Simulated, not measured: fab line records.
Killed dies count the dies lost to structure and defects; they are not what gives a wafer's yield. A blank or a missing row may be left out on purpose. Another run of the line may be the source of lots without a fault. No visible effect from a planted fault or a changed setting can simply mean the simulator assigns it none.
Matching of chambers | flow n5-finfet | N5_BEOL_M0_SAQP_MANDREL2_REMOVE_110 on rie-si-03 has 4 sister chambers
The step chemistry HBr/Cl2/O2, target a-Si, stops on SiCN, bt time 10 s. 16 wafers are shown with their chamber, then 8 later ones without.

== WAFERS WITH THEIR CHAMBER ==
wafer  | chamber | drypump-motor-current-A (A) | oes-product-au (a.u.) | bias-w (W)
L075.2 | 2       | 5.1                         | 1.014                 | 30.01
L075.4 | 1       | 5.3                         | 1.012                 | 29.98
L075.6 | 3       | 5.5                         | 1.019                 | 29.99
L076.1 | 0       | 5.1                         | 0.996                 | 30.07
L076.4 | 3       | 5.5                         | 1.001                 | 30.06
L076.5 | 2       | 5.1                         | 1.006                 | 30.04
L081.1 | 2       | 5.1                         | 1.014                 | 30.09
L081.3 | 3       | 5.5                         | 1.007                 | 30.22
L081.4 | 0       | 5.1                         | 1.002                 | 30.05
L084.1 | 2       | 5.2                         | 1.012                 | 29.77
L084.4 | 3       | 5.5                         | 1.016                 | 30.14
L084.6 | 2       | 5.1                         | 1.007                 | 29.87
L085.2 | 2       | 5.2                         | 1.014                 | 30.00
L085.3 | 3       | 5.5                         | 0.994                 | 30.07
L085.4 | 1       | 5.3                         | 1.004                 | 30.00
L086.1 | 0       | 5.1                         | 0.991                 | 30.01

SIGNATURES (means of the wafers above)
reading                 | chamber 0 | chamber 1 | chamber 2 | chamber 3 | scatter within a chamber
drypump-motor-current-A | 5.100     | 5.300     | 5.133     | 5.500     | 0.0333
oes-product-au          | 0.99633   | 1.00800   | 1.01117   | 1.00740   | 0.00702
bias-w                  | 30.0433   | 29.9900   | 29.9633   | 30.0960   | 0.0931
Rule: a wafer's distance from a chamber is the root of the sum, over the readings, of the square of ((its reading less the chamber's mean) divided by the reading's scatter). The wafer belongs to the nearest chamber; if the next one is less than 2 further off, it can't be placed. How the scatter is found: for the shown wafers, subtract from each reading the mean of its chamber, square and add these, divide the total by (wafers less chambers), then take the root.

== WAFERS WITHOUT THEIR CHAMBER ==
wafer  | drypump-motor-current-A (A) | oes-product-au (a.u.) | bias-w (W)
L086.5 | 5.5                         | 0.989                 | 29.95
L086.6 | 5.2                         | 1.008                 | 29.89
L089.2 | 5.5                         | 1.018                 | 29.84
L089.3 | 5.1                         | 0.994                 | 30.00
L089.6 | 5.2                         | 1.020                 | 30.08
L092.1 | 5.1                         | 0.996                 | 29.77
L092.2 | 5.5                         | 1.012                 | 29.88
L092.6 | 5.5                         | 1.014                 | 29.89

== CHAMBER TAKEN BY EACH ==
wafer  | from the rows above          | in truth
L086.5 | 3                            | 3
L086.6 | can't be placed: 2 or 1 or 0 | 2
L089.2 | 3                            | 3
L089.3 | 0                            | 0
L089.6 | can't be placed: 2 or 1 or 0 | 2
L092.1 | can't be placed: 0 or 2      | 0
L092.2 | 3                            | 3
L092.6 | 3                            | 3
Placed correctly: 5 of 8. Cannot be placed on the basis of these rows: 3; the candidates contain the true chamber in 3. Number placed wrongly: 0.
